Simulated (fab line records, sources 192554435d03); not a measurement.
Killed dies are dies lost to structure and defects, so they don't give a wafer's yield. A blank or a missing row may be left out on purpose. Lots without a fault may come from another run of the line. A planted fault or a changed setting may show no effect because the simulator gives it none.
fab line records | flow n5_finfet
record lots=6 wafers=18 last_day=18
route steps=1938 shown BEOL_M4@1071 BEOL_M5@1112 PASSIVATION@1936
lots that met no fault: from a run of the same line without faults
start_h: hours from the record's first day to the start of the lot's first wafer shown | wait_h: hours since the lot's step before | " the same as in the row above | L1.1+2: a row that stands for several wafers | - no value, or no start given | * or withheld: withheld | < > ~ a bound
route shown NAME@n: a module of which the file shows steps, and the number in the route of the first | usual: mean/standard deviation of fault-free wafers | same: alike in all rows | chamber/n: place in a boat | sites: the reading at each site | _std_site: their standard deviation | _edge_site: outer sites' mean less inner sites' | radius_mm: how far each site lies from the wafer's centre | mask NAME#n: copy n | behind: the tool/chamber that last shaped the wafer | hold: why the lot was held/for how many hours/how that ended | device: the transistor (n, p or np) that didn't switch | end of line: the same wafers' tests at the end of the route | a step without rows: its recipe alone | killed: dies lost to structure and defects at the first sort, not the wafer's yield | map: a wafer's dies, x killed, . not, _ none there
set.NAME: the setting as run; set.NAME@STEP: as run at that earlier step | model.NAME: the simulator's own value behind a step, which no gauge read
lots at some steps of the route; a table a step, a row a wafer
services: from which hour (start_h, from the record's first day; less than 0 if before it) a tool's chamber was out of use, for how many hours, and why
## steps
# step N5_BEOL_M4_ETCH_41
# recipe chemistry=CH3F/O2 target=SiCN target_depth_a=299 taper_deg=2 time_s=52.5 ion_energy_ev=120 mask_material=TiN pressure_mtorr=30 source_w=395 bias_w=75 Ar_flow_sccm=150 CH3F_flow_sccm=30 O2_flow_sccm=20
# step N5_BEOL_M4_STRIP_97
# recipe chemistry=N2/H2 time_s=10 power_w=450 temp_c=40 pressure_mtorr=20 rf_frequency_hz=6e+07 bias_power_w=7 n2_flow_sccm=200 h2_flow_sccm=200
# step N5_BEOL_M4_OCD_MEAS_38
# usual trench_depth_nm=55.4/1.6
# columns lot.wafer tool chamber start_h wait_h trench_depth_nm
L406.2 ocd-01 - 183.94 - 57.2
L406.5 " - " " 54.0
L406.6 " - " " 55.9
L407.1 ocd-01 - 192.07 - 53.4
L407.4 " - " " 53.7
L407.5 " - " " 55.7
L411.1 ocd-02 - 215.68 - 54.9
L411.2 " - " " 57.4
L411.5 " - " " 55.5
L414.2 ocd-02 - 234.34 - 53.1
L414.4 " - " " 53.8
L414.6 " - " " 56.9
L415.1 ocd-01 - 239.63 - 54.1
L415.3 " - " " 56.4
L415.4 " - " " 55.1
L424.2 ocd-01 - 305.50 - 55.8
L424.3 " - " " 56.0
L424.4 " - " " 52.3
# step N5_BEOL_M4_HM_STRIP_39
# recipe chemistry=peroxide_tin_strip material=TiN target_depth_a=250 temp_c=50 time_s=158
# step N5_BEOL_M4_SRD_40
# recipe time_s=30 temp_c=23 rinse_liquid=diw dry=ipa_marangoni
# step N5_BEOL_M4_PRECLEAN_42
# recipe chemistry=residue_remover time_s=60 temp_c=40
# step N5_BEOL_M4_SRD_43
# recipe time_s=30 temp_c=23 rinse_liquid=diw dry=ipa_marangoni
# step N5_BEOL_M4_CD_MEAS_35
# recipe target_cd_nm=18 target_cd_y_nm=22.4 polarity=opening
# usual cd_nm=18.0/0.45
# columns lot.wafer tool chamber start_h wait_h cd_nm
L406.2 cd_sem-03 - 184.09 0.0 17.9
L406.5 " - " " 18.5
L406.6 " - " " 17.9
L407.1 cd_sem-02 - 192.23 0.0 18.3
L407.4 " - " " 18.5
L407.5 " - " " 18.3
L411.1 cd_sem-02 - 215.83 0.0 17.3
L411.2 " - " " 17.0
L411.5 " - " " 17.9
L414.2 cd_sem-01 - 234.59 0.0 18.2
L414.4 " - " " 18.3
L414.6 " - " " 16.8
L415.1 cd_sem-03 - 239.78 0.0 17.9
L415.3 " - " " 18.7
L415.4 " - " " 19.0
L424.2 cd_sem-01 - 305.65 0.0 18.2
L424.3 " - " " 17.1
L424.4 " - " " 17.9
# step N5_BEOL_M4_DEGAS_44
# recipe ambient=vacuum temp_c=250 time_s=60
# step N5_BEOL_M4_PRE_CLEAN_45
# recipe gas=H2/He time_s=30 temp_c=250
# step N5_BEOL_M4_ALD_84
# recipe material=TaN target_thk_a=* temp_c=275 ald_precursor_family=PDMAT ald_co_reactant=NH3 pressure_torr=3 carrier_flow_sccm=1500 pulse_time_s=2 purge_time_s=3 co_reactant_purge_time_s=2 co_reactant_pulse_time_s=3 ald_cycles=30 precursor_vessel_temp_c=75 precursor_vessel_pressure_torr=26.25 precursor_vessel_carrier_sccm=1000
# step N5_BEOL_M4_SURFACE_TREAT_85
# recipe gas=Ar time_s=* ion_energy_ev=* ion_current_ma_cm2=0.5 pressure_mtorr=* ar_flow_sccm=30
# step N5_BEOL_M4_CVD_47
# recipe material=Co target_thk_a=30 temp_c=withheld precursor=CCTBA/H2 pressure_torr=30 time_s=223.8
# columns lot.wafer tool chamber start_h wait_h
L406.2+5+6 cvd_co-02 2,2,1 185.01 0.1
L407.1+4+5 cvd_co-02 1,1,2 193.17 0.0
L411.1+2+5 cvd_co-02 0,1,2 217.15 0.0
L414.2+4+6 cvd_co-02 2,2,1 235.05 0.1
L415.1+3+4 cvd_co-02 1,0,0 240.43 0.1
L424.2+3+4 cvd_co-01 0,2,0 306.68 0.1
# step N5_BEOL_M4_SPUTTER_48
# recipe material=Cu target_thk_a=45 temp_c=-20 chamber_pressure_pa=0.07 power_w=withheld time_s=8.29
# step N5_BEOL_M4_ANNEAL_49
# recipe temp_c=400 time_s=240 ambient=vacuum
# step N5_BEOL_M4_SPUTTER_79
# recipe material=Cu target_thk_a=45 temp_c=-20 chamber_pressure_pa=0.07 power_w=withheld time_s=8.29
# step N5_BEOL_M4_ANNEAL_80
# recipe temp_c=400 time_s=240 ambient=vacuum
# step N5_BEOL_M4_SPUTTER_81
# recipe material=Cu target_thk_a=45 temp_c=-20 chamber_pressure_pa=0.07 power_w=withheld time_s=8.29
# step N5_BEOL_M4_ANNEAL_82
# recipe temp_c=400 time_s=240 ambient=vacuum
# step N5_BEOL_M4_SPUTTER_86
# recipe material=Cu target_thk_a=45 temp_c=-20 chamber_pressure_pa=0.07 power_w=withheld time_s=8.29
# usual throttle_valve_pct=30.2/0.99
# columns lot.wafer tool chamber start_h wait_h throttle_valve_pct
L406.2 pvd_sputter-02 - 185.89 0.1 29.9
L406.5 " - " " 29.7
L406.6 " - " " 29.9
L407.1 pvd_sputter-01 - 194.00 0.1 28.6
L407.4 " - " " 30.0
L407.5 " - " " 29.3
L411.1 pvd_sputter-02 - 218.03 0.1 32.0
L411.2 " - " " 29.6
L411.5 " - " " 32.1
L414.2 pvd_sputter-03 - 235.99 0.1 29.9
L414.4 " - " " 30.4
L414.6 " - " " 30.6
L415.1 pvd_sputter-02 - 241.25 0.1 29.8
L415.3 " - " " 29.5
L415.4 " - " " 32.0
L424.2 pvd_sputter-01 - 307.60 0.1 29.5
L424.3 " - " " 30.5
L424.4 " - " " 28.4
# step N5_BEOL_M4_ANNEAL_87
# recipe temp_c=400 time_s=240 ambient=vacuum
# step N5_BEOL_M4_SPUTTER_88
# recipe material=Cu target_thk_a=45 temp_c=-20 chamber_pressure_pa=0.07 power_w=withheld time_s=8.29
# step N5_BEOL_M4_ANNEAL_89
# recipe temp_c=400 time_s=240 ambient=vacuum
# step N5_BEOL_M4_SPUTTER_90
# recipe material=Cu target_thk_a=45 temp_c=-20 chamber_pressure_pa=0.07 power_w=withheld time_s=8.29
# step N5_BEOL_M4_ANNEAL_91
# recipe temp_c=400 time_s=240 ambient=vacuum
# step N5_BEOL_M4_SPUTTER_92
# recipe material=Cu target_thk_a=45 temp_c=-20 chamber_pressure_pa=0.07 power_w=withheld time_s=8.29
# step N5_BEOL_M4_ANNEAL_93
# recipe temp_c=400 time_s=240 ambient=vacuum
# step N5_BEOL_M4_SPUTTER_94
# recipe material=Cu target_thk_a=45 temp_c=-20 chamber_pressure_pa=0.07 power_w=withheld time_s=8.29
# step N5_BEOL_M4_ANNEAL_95
# recipe temp_c=400 time_s=240 ambient=vacuum
# usual heater_power_w=818/82
# columns lot.wafer tool chamber start_h wait_h heater_power_w
L406.2 pvd_sputter-02 - 186.85 0.0 725
L406.5 " - " " 715
L406.6 " - " " 875
L407.1 pvd_sputter-01 - 194.96 0.0 946
L407.4 " - " " 855
L407.5 " - " " 813
L411.1 pvd_sputter-02 - 218.99 0.0 744
L411.2 " - " " 712
L411.5 " - " " 747
L414.2 pvd_sputter-03 - 236.95 0.0 796
L414.4 " - " " 919
L414.6 " - " " 928
L415.1 pvd_sputter-02 - 242.21 0.0 723
L415.3 " - " " 718
L415.4 " - " " 758
L424.2 pvd_sputter-01 - 308.56 0.0 784
L424.3 " - " " 720
L424.4 " - " " 910
# step N5_BEOL_M4_SPUTTER_96
# recipe material=Cu target_thk_a=45 temp_c=-20 chamber_pressure_pa=0.07 power_w=withheld time_s=8.29
# step N5_BEOL_M4_ECD_50
# recipe material=Cu target_thk_a=3000
# step N5_BEOL_M4_ANNEAL_51
# recipe temp_c=225 time_s=90 ambient=N2
# usual wafer_temp_C_max=226.2/0.42
# columns lot.wafer tool chamber start_h wait_h wafer_temp_C_max
L406.2 rtp_anneal-02 0 187.23 0.1 225.9
L406.5 " 0 " " 225.7
L406.6 " 0 " " 226.7
L407.1 rtp_anneal-02 0 195.29 0.1 226.6
L407.4 " 0 " " 226.6
L407.5 " 0 " " 226.6
L411.1 rtp_anneal-01 0 219.33 0.1 225.5
L411.2 " 0 " " 225.9
L411.5 " 0 " " 226.1
L414.2 rtp_anneal-02 0 237.33 0.1 226.8
L414.4 " 0 " " 226.0
L414.6 " 0 " " 226.5
L415.1 rtp_anneal-01 0 242.62 0.1 225.7
L415.3 " 0 " " 225.9
L415.4 " 0 " " 225.9
L424.2 rtp_anneal-01 0 308.94 0.1 226.3
L424.3 " 0 " " 225.6
L424.4 " 0 " " 226.0
# step N5_BEOL_M4_CMP_52
# recipe stop_on=SiOC t_overpolish_s=6.8 down_force_psi=1 platen_rpm=50 clearing_platen_down_force_psi=1.5 clearing_platen_rpm=50 post_cmp_clean=cu_alkaline target_thk_nm=40 clearing_platen_pad_velocity_m_s=0.99484 pad_velocity_m_s=0.99484
# step N5_BEOL_M4_THK_MEAS_53
# recipe thk_meas_gauge=xrf reads=Cu_of_BEOL_M4_ECD_50
# usual M4_THK=39.1/2.1
# columns lot.wafer tool chamber start_h wait_h M4_THK[nm]
L406.2 film_metro-02 - 187.78 - 42.3
L406.5 " - " " 38.2
L406.6 " - " " 39.2
L407.1 film_metro-01 - 195.89 - 35.9
L407.4 " - " " 38.0
L407.5 " - " " 38.7
L411.1 film_metro-02 - 220.19 - 41.0
L411.2 " - " " 41.5
L411.5 " - " " 40.5
L414.2 film_metro-01 - 237.91 - 37.7
L414.4 " - " " 38.5
L414.6 " - " " 40.8
L415.1 film_metro-02 - 243.21 - 35.7
L415.3 " - " " 40.0
L415.4 " - " " 38.7
L424.2 film_metro-02 - 309.50 0.1 40.2
L424.3 " - " " 40.0
L424.4 " - " " 36.5
# step N5_BEOL_M4_PRE_CLEAN_60
# recipe gas=NH3/H2 time_s=15 temp_c=* rf_power_w=300
# step N5_BEOL_M4_CO_CAP_55
# recipe material=Co target_thk_a=20 temp_c=200 precursor=CCTBA/H2 pressure_torr=30 time_s=102.1
# step N5_BEOL_M4_PRE_CLEAN_56
# recipe gas=NH3 time_s=15 temp_c=withheld rf_power_w=300
# step N5_BEOL_M4_DEP_57
# recipe material=SiCN target_thk_a=80 temp_c=withheld precursor=3MS/NH3 pressure_torr=3 rf_w=202 time_s=14
# usual showerhead_plenum_p_Torr=3.661/0.012 throttle_valve_pct=9.4/0.61
# columns lot.wafer tool chamber start_h wait_h showerhead_plenum_p_Torr throttle_valve_pct
L406.2 pecvd-02 2 187.97 0.0 3.681 9.9
L406.5 " 2 " " 3.693 10.0
L406.6 " 1 " " 3.676 9.1
L407.1 pecvd-03 2 196.16 0.0 3.639 8.6
L407.4 " 2 " " 3.651 8.8
L407.5 " 0 " " 3.651 9.4
L411.1 pecvd-02 0 220.39 0.0 3.668 8.8
L411.2 " 1 " " 3.668 9.6
L411.5 " 0 " " 3.659 9.0
L414.2 pecvd-04 1 238.11 0.0 3.645 10.0
L414.4 " 1 " " 3.643 9.9
L414.6 " 0 " " 3.670 10.0
L415.1 pecvd-03 1 243.40 0.0 3.651 10.2
L415.3 " 2 " " 3.652 8.9
L415.4 " 2 " " 3.647 8.8
L424.2 pecvd-03 1 309.70 0.0 3.662 10.0
L424.3 " 2 " " 3.648 9.0
L424.4 " 0 " " 3.650 9.3
# step N5_BEOL_M4_RS_MEAS_58
# recipe thk_meas_gauge=four-point-probe reads=Co_of_BEOL_M4_CO_CAP_55+Cu_of_BEOL_M4_ECD_50+Co_of_BEOL_M4_CVD_47+TaN_of_BEOL_M4_ALD_84
# usual M4_RS=0.68/0.047
# columns lot.wafer tool chamber start_h wait_h M4_RS[ohm/sq]
L406.2 film_metro-02 - 188.04 0.1 0.62
L406.5 " - " " 0.70
L406.6 " - " " 0.68
L407.1 film_metro-01 - 196.23 0.0 0.77
L407.4 " - " " 0.72
L407.5 " - " " 0.70
L411.1 film_metro-01 - 220.48 0.1 0.63
L411.2 " - " " 0.63
L411.5 " - " " 0.65
L414.2 film_metro-01 - 238.18 0.1 0.72
L414.4 " - " " 0.69
L414.6 " - " " 0.64
L415.1 film_metro-01 - 243.47 0.0 0.75
L415.3 " - " " 0.65
L415.4 " - " " 0.68
L424.2 film_metro-01 - 309.76 0.1 0.64
L424.3 " - " " 0.65
L424.4 " - " " 0.73
# step N5_BEOL_M4_RC_MEAS_101
# usual DIBL_N=36.6/2.3 DIBL_P=36.3/2.8 IOFF_N=0.17/0.047 IOFF_P=0.22/0.048 ION_N=676/14 ION_P=463/9.4 SS_N=71.6/0.84 SS_P=73.4/0.85 VT_N=249/3.7 VT_P=-249/3.6
# columns lot.wafer tool chamber start_h wait_h DIBL_N[mV/V] DIBL_P[mV/V] IOFF_N[nA/um] IOFF_P[nA/um] ION_N[uA/um] ION_P[uA/um] SS_N[mV/dec] SS_P[mV/dec] VT_N[mV] VT_P[mV]
L406.2 prober-02 0 188.24 0.2 36.8 37.8 0.18 0.22 691 469 71.6 73.3 247 -252
L406.5 " 0 " " 35.6 36.3 0.16 0.19 692 468 70.5 72.8 248 -251
L406.6 " 0 " " 40.8 41.1 0.22 0.26 667 453 72.5 74.5 246 -250
L407.1 prober-02 0 196.28 0.0 35.1 34.7 0.14 0.19 674 456 71.0 73.1 250 -250
L407.4 " 0 " " 38.1 35.0 0.22 0.19 670 451 72.2 73.2 247 -253
L407.5 " 0 " " 36.1 34.5 0.16 0.19 661 451 71.9 73.4 252 -251
L411.1 prober-01 0 220.53 0.0 30.7 29.7 0.09 0.16 660 464 69.3 71.8 256 -251
L411.2 " 0 " " 38.0 38.6 0.21 0.30 691 477 72.2 74.2 247 -241
L411.5 " 0 " " 31.2 30.3 0.10 0.16 669 463 71.0 71.8 255 -248
L414.2 prober-01 0 238.38 0.2 38.3 38.5 0.21 0.26 681 462 70.8 73.8 244 -245
L414.4 " 0 " " 35.8 35.0 0.16 0.21 667 457 70.3 72.9 247 -250
L414.6 " 0 " " 35.4 35.0 0.14 0.19 675 464 71.0 73.4 250 -250
L415.1 prober-01 0 243.52 0.0 36.0 35.1 0.15 0.20 676 462 71.3 73.4 250 -252
L415.3 " 0 " " 41.3 41.1 0.26 0.30 685 468 72.4 74.3 244 -248
L415.4 " 0 " " 39.0 39.0 0.19 0.26 672 463 71.7 74.2 248 -247
L424.2 prober-01 0 309.97 0.2 39.6 39.5 0.21 0.24 679 456 72.4 75.8 249 -250
L424.3 " 0 " " 35.6 33.8 0.14 0.17 671 456 71.0 74.0 250 -251
L424.4 " 0 " " 39.6 40.1 0.22 0.25 686 463 71.7 74.7 244 -249
# step N5_BEOL_M5_ILD_DEP_00
# recipe material=SiCOH_lowk target_thk_a=1406.4 temp_c=300 precursor=DEMS/porogen pressure_torr=5 rf_w=500 time_s=25.9
# usual heater_power_w=309/78 showerhead_plenum_p_Torr=5.741/0.016 throttle_valve_pct=13.9/0.86
# columns lot.wafer tool chamber start_h wait_h heater_power_w showerhead_plenum_p_Torr throttle_valve_pct
L406.2 pecvd-01 0 189.05 0.7 301 5.693 14.1
L406.5 " 2 " " 453 5.747 13.1
L406.6 " 0 " " 304 5.715 14.4
L407.1 pecvd-01 0 197.25 0.8 287 5.711 14.0
L407.4 " 0 " " 295 5.709 14.4
L407.5 " 2 " " 414 5.738 13.0
L411.1 pecvd-02 1 221.49 0.8 320 5.722 14.5
L411.2 " 0 " " 199 5.748 13.7
L411.5 " 0 " " 211 5.742 14.0
L414.2 pecvd-02 0 239.19 0.7 212 5.747 14.3
L414.4 " 0 " " 214 5.742 14.0
L414.6 " 1 " " 314 5.734 14.8
L415.1 pecvd-02 1 244.48 0.8 290 5.724 14.7
L415.3 " 2 " " 220 5.763 12.4
L415.4 " 1 " " 293 5.761 14.6
L424.2 pecvd-04 2 310.78 0.7 396 5.738 13.4
L424.3 " 0 " " 407 5.746 15.3
L424.4 " 0 " " 406 5.721 15.6
# step N5_PASSIVATION_PROBE_49
# usual defect_limited_yield=91.5/1.5 killed_at_M0_to_M3=33/9.9 killed_at_M4_up=14/5.2 killed_at_contacts=11/5.2 killed_at_front_end=38/10 killed_at_other=4/3.5 killed_dies=100/18 killed_on_rim=13/4.1 killed_open=66/14 killed_short=32/6.9 sort_bin_5_function=5.0/1 sort_bin_6_memory=3.1/0.69 sort_bin_8_speed=0.03/0.26 sort_n_pass=1080/18 sort_yield_pct=91.5/1.5
# same gross_dies=1180 killed_at_back_side=0 sort_bin_4_leakage[%]=0
# columns lot.wafer tool chamber start_h wait_h defect_limited_yield[%] killed_at_M0_to_M3 killed_at_M4_up killed_at_contacts killed_at_front_end killed_at_other killed_dies killed_on_rim killed_open killed_short sort_bin_5_function[%] sort_bin_6_memory[%] sort_bin_8_speed[%] sort_n_pass sort_yield_pct[%]
L406.2 prober-01 - 297.56 0.1 91.9 39 6 9 38 3 95 9 66 29 4.8 3.2 0 1085 91.9
L406.5 prober-01 - 297.71 0.2 91.5 47 11 13 26 3 100 11 64 36 5.3 2.9 0 1080 91.5
L406.6 prober-01 - 297.76 0.3 91.6 28 19 17 34 1 99 13 67 32 5.7 2.5 0 1081 91.6
L407.1 prober-01 - 323.98 0.0 90.1 49 18 7 37 6 117 16 75 41 5.8 3.6 0 1063 90.1
L407.4 prober-01 - 324.13 0.2 91.8 33 12 8 39 5 97 13 64 31 5.3 2.8 0 1083 91.8
L407.5 prober-01 - 324.18 0.2 92.7 31 8 4 40 3 86 11 52 30 4.2 3.1 0 1094 92.7
L414.2 prober-02 - 347.66 0.1 88.9 49 7 18 52 5 131 19 82 47 6.8 3.9 0 1049 88.9
L414.4 prober-02 - 347.76 0.2 92.5 24 12 10 42 1 89 7 52 26 4.2 2.0 0 1091 92.5
L414.6 prober-02 - 347.86 0.3 83.2 24 131 3 36 4 198 25 60 29 10.9 4.0 0 982 83.2
L415.1 prober-02 - 351.64 0.0 83.3 34 134 5 23 1 197 25 49 31 11.6 2.9 0 983 83.3
L415.3 prober-02 - 351.74 0.1 91.7 23 9 9 44 13 98 16 62 23 5.0 2.5 0 1082 91.7
L415.4 prober-02 - 351.79 0.2 90.3 52 17 7 34 4 114 20 75 37 6.3 3.4 0 1066 90.3
L424.2 prober-01 - 421.66 0.1 91.5 37 9 14 39 1 100 10 76 24 4.5 3.6 0 1080 91.5
L424.3 prober-01 - 421.71 0.1 89.6 47 11 17 41 7 123 16 83 40 5.3 4.7 0 1057 89.6
L424.4 prober-01 - 421.76 0.2 90.4 37 17 15 42 2 113 10 79 32 5.8 3.6 0 1067 90.4
# killed by level:class
L406.2 DUMMY_GATE:geometric_particle:open=10 BEOL_M0_SAQP:geometric_particle:short=10 BEOL_M1:geometric_particle:open=9 MOL_CONTACT_COAG:geometric_particle:open=8 BEOL_M0_SAQP:geometric_particle:open=8 STI_FIN_REVEAL:geometric_particle:open=6 FIN_SAQP:geometric_particle:open=4 BEOL_M2:geometric_particle:open=4
L406.5 BEOL_M0_SAQP:geometric_particle:short=12 BEOL_M0_SAQP:geometric_particle:open=10 FIN_SAQP:geometric_particle:open=9 MOL_CONTACT_COAG:geometric_particle:open=9 BEOL_M1:geometric_particle:short=7 BEOL_M2:geometric_particle:open=7 BEOL_M3:geometric_particle:open=5 MOL_CONTACT_COAG:geometric_particle:short=4
L406.6 MOL_CONTACT_COAG:geometric_particle:open=12 FIN_SAQP:geometric_particle:open=8 BEOL_M2:geometric_particle:open=7 BEOL_M3:geometric_particle:open=7 BEOL_M4:geometric_particle:open=6 FIN_SAQP:geometric_particle:short=5 BEOL_M0_SAQP:geometric_particle:short=5 MOL_CONTACT_COAG:geometric_particle:short=5
L407.1 BEOL_M0_SAQP:geometric_particle:open=11 FIN_SAQP:geometric_particle:short=9 BEOL_M3:geometric_particle:open=9 BEOL_M4:geometric_particle:open=8 DUMMY_GATE:geometric_particle:open=7 STI_FIN_REVEAL:geometric_particle:open=6 MOL_CONTACT_COAG:geometric_particle:open=6 BEOL_M1:geometric_particle:short=6
L407.4 FIN_SAQP:geometric_particle:short=9 BEOL_M0_SAQP:geometric_particle:open=9 STI_FIN_REVEAL:geometric_particle:open=8 MOL_CONTACT_COAG:geometric_particle:open=7 BEOL_M2:geometric_particle:open=7 BEOL_M0_SAQP:geometric_particle:short=5 BEOL_M3:geometric_particle:open=5 FIN_SAQP:geometric_particle:open=4
L407.5 BEOL_M0_SAQP:geometric_particle:open=9 STI_FIN_REVEAL:geometric_particle:open=8 FIN_SAQP:geometric_particle:short=7 BEOL_M0_SAQP:geometric_particle:short=6 BEOL_M2:geometric_particle:open=6 FIN_SAQP:geometric_particle:open=4 STI_FIN_REVEAL:geometric_particle:short=4 DUMMY_GATE:geometric_particle:open=4
L414.2 MOL_CONTACT_COAG:geometric_particle:open=14 BEOL_M2:geometric_particle:open=13 DUMMY_GATE:geometric_particle:open=10 BEOL_M0_SAQP:geometric_particle:short=10 BEOL_M1:geometric_particle:open=10 FIN_SAQP:geometric_particle:short=6 BEOL_M3:geometric_particle:open=6 FIN_SAQP:geometric_particle:open=5
L414.4 HKMG_FIN:area_etch=10 STI_FIN_REVEAL:geometric_particle:open=9 MOL_CONTACT_COAG:geometric_particle:open=9 GATE_CUT:geometric_particle:short=7 BEOL_M0_SAQP:geometric_particle:short=6 BEOL_M0_SAQP:geometric_particle:open=5 FIN_SAQP:geometric_particle:short=4 BEOL_M1:geometric_particle:open=4
L414.6 BEOL_M4:unspecified=109 GATE_CUT:geometric_particle:short=7 BEOL_M2:geometric_particle:open=7 BEOL_M4:geometric_particle:open=6 FIN_SAQP:geometric_particle:short=5 FIN_SAQP:geometric_particle:open=5 STI_FIN_REVEAL:geometric_particle:open=4 BEOL_M0:geometric_particle:open=4
L415.1 BEOL_M4:unspecified=116 BEOL_M0_SAQP:geometric_particle:short=10 BEOL_M2:geometric_particle:open=9 BEOL_M4:geometric_particle:open=7 BEOL_M1:geometric_particle:open=7 FIN_SAQP:geometric_particle:short=5 MOL_CONTACT_COAG:geometric_particle:open=5 ILD0:geometric_particle:open=4
L415.3 HKMG_FIN:area_etch=10 STI_FIN_REVEAL:geometric_particle:open=9 BEOL_M1:geometric_particle:open=7 MOL_CONTACT_COAG:geometric_particle:open=6 BEOL_M0_SAQP:geometric_particle:open=6 PASS1_CAP:geometric_particle:open=6 FIN_SAQP:geometric_particle:short=4 ILD0:geometric_particle:open=4
L415.4 BEOL_M3:geometric_particle:open=12 BEOL_M4:geometric_particle:open=11 BEOL_M0:geometric_particle:open=9 GATE_CUT:geometric_particle:short=8 BEOL_M1:geometric_particle:open=8 FIN_SAQP:geometric_particle:open=6 BEOL_M0_SAQP:geometric_particle:short=6 BEOL_M1:geometric_particle:short=6
L424.2 STI_FIN_REVEAL:geometric_particle:open=12 BEOL_M3:geometric_particle:open=12 MOL_CONTACT_COAG:geometric_particle:open=10 DUMMY_GATE:geometric_particle:open=9 BEOL_M0_SAQP:geometric_particle:open=8 BEOL_M2:geometric_particle:open=8 GATE_CUT:geometric_particle:short=4 MOL_CONTACT_COAG:geometric_particle:short=4
L424.3 BEOL_M3:geometric_particle:open=15 MOL_CONTACT_COAG:geometric_particle:open=15 FIN_SAQP:geometric_particle:open=14 BEOL_M0_SAQP:geometric_particle:open=10 BEOL_M3:geometric_particle:short=7 FIN_SAQP:geometric_particle:short=6 BEOL_M0_SAQP:geometric_particle:short=6 STARTING-WAFER:geometric_particle:short=5
L424.4 MOL_CONTACT_COAG:geometric_particle:open=13 STI_FIN_REVEAL:geometric_particle:open=11 BEOL_M3:geometric_particle:open=11 FIN_SAQP:geometric_particle:open=7 FIN_SAQP:geometric_particle:short=6 BEOL_M0_SAQP:geometric_particle:short=6 BEOL_M2:geometric_particle:open=6 BEOL_M3:geometric_particle:short=5
# map L414.6 (x killed, . not)
_________________...x........________________
______________.................._____________
___________......x...x.....x.......__________
__________x......x........x......x.._________
________.............x....xx.........._______
_______.....xx....x..................x.______
______..x........x..x......x............_____
_____............x.........x........x....____
____x.x............xx.....................___
___.x........x......x..............x.......__
___.....x................x....x...........x__
__...............x.........................._
__..............................x..........._
_............................xx.x.......x....
_..........x..................x.........x...x
_..x.x.x..............x.....x.........x...x..
_x......x.............x......x...............
_...........................x.............x..
_................x....x.............xx.......
_.......................x.......xxxxx..x.....
_...x....x............x........x.xxxxxx...x..
__.x......................xx.x.xxxxxxxxxxx.._
__.....x..........x...........xxxxxxxxxxxx.._
___..x...............x....x...xxxxxxxxxxxxx__
___..........................x.xxxxxxxxxxx.__
____.............x.x.........xxxxxxxxxxxxx___
_____........................x.xxxxxxxxxx____
______..x..............x....xx.x.xxxxxxx_____
_______........x................x.xxxxx______
________..................x......xxxxx_______
__________............x..x.........._________
___________..x.......x.x.....x...x.__________
______________....x.....x......x_____________
_________________.x..........________________
# map L415.1 (x killed, . not)
_________________............________________
______________..xx......x..x...._____________
___________.....................x..__________
__________.x.............xx........x_________
________x.........x.....x......x......_______
_______......................x.........______
______x.x...x..x...................x...._____
_____...........x........x......x........____
____x.......x.............................___
___.........x.....................x......x.__
___x............x...........x..............__
__................x........................._
__......................................xx.x_
_.....x.........x...........x....x...........
_.....................x......................
_.........x..................................
_..........................x...x...x..x...x.x
_................xxx.........x...........x...
_..x......x..x...x.........xx.x...x...x......
_.......x......................xxxx..x.x..x..
_............x....x...........x.xxxxxx..x.x..
__...........................xxxxxxxxxxxxxxx_
__...........x......x..........xxxxxxxxxxx.._
___....x...........x....x..x.xxxxxxxxxxxxx.__
___.....x.....x.............x.xxxxxxxxxxx.x__
____........................x.xxxxxxxxxxxx___
_____..x........x......x..x.x.xxxxxxxxxxx____
______.......x.x..............xxxxxxxxx._____
_______.....x.....x...........x.xxxxxxx______
________.....................x....xxx._______
__________.........................._________
___________......................x.__________
______________....x.......x....._____________
_________________....x.......________________
## services
# columns tool chamber start_h hours kind
pecvd-04 - 164.23 14.6 pm
pecvd-04 0 178.86 2.1 scheduled_down
pecvd-03 - 180.29 2.2 repair
pecvd-04 - 184.51 0.8 repair
cvd_co-01 1 190.56 7.6 repair
cvd_co-02 0 196.33 2.2 repair
pecvd-02 2 202.38 - clean
pecvd-02 2 202.38 - consumable_replace:showerhead
pecvd-02 2 202.38 29.0 scheduled_down
pecvd-02 2 202.38 29.0 vent_cycle
cvd_co-02 0 202.91 7.9 repair
cvd_co-01 0 203.59 15.8 repair
pecvd-01 - 218.10 1.0 repair
rtp_anneal-02 - 218.50 6.7 pm
pecvd-04 - 242.28 1.9 repair
pecvd-03 2 253.61 5.5 scheduled_down
pecvd-04 - 254.34 14.9 repair
pecvd-02 0 269.66 11.3 repair
pecvd-03 - 270.66 0.8 pm
pecvd-03 - 278.96 2.8 pm
pecvd-02 1 291.40 27.1 repair
pecvd-04 2 298.62 3.8 repair
pecvd-02 - 301.70 28.1 pm
cvd_co-02 0 309.62 7.1 repair
## key
first_sign step=N5_PASSIVATION_PROBE_49 reading=killed_at_M4_up direction=up sigmas=23 usual=14 struck=132
effect step=N5_PASSIVATION_PROBE_49 reading=defect_limited_yield direction=down sigmas=5.4 usual=91.5 struck=83.3
more_kills_born_at N5_BEOL_M4_CVD_47@cvd_co-02=225
met_at N5_BEOL_M4_CVD_47
struck_wafers L414.6,L415.1
baseline_loss step=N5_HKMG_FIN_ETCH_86 wafers=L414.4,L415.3
onset_between 217.15 235.05
fault kind=chamber_particle_source tool=cvd_co-02 chamber=1 onset_h=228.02 steps=N5_BEOL_M4_CVD_47 rate_per_visit_cm2=0.83583 end_h=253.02
# baseline_loss: these wafers lose ten dies or more at that step, a loss of the line's own and not of a fault; the sort's usual values leave them out
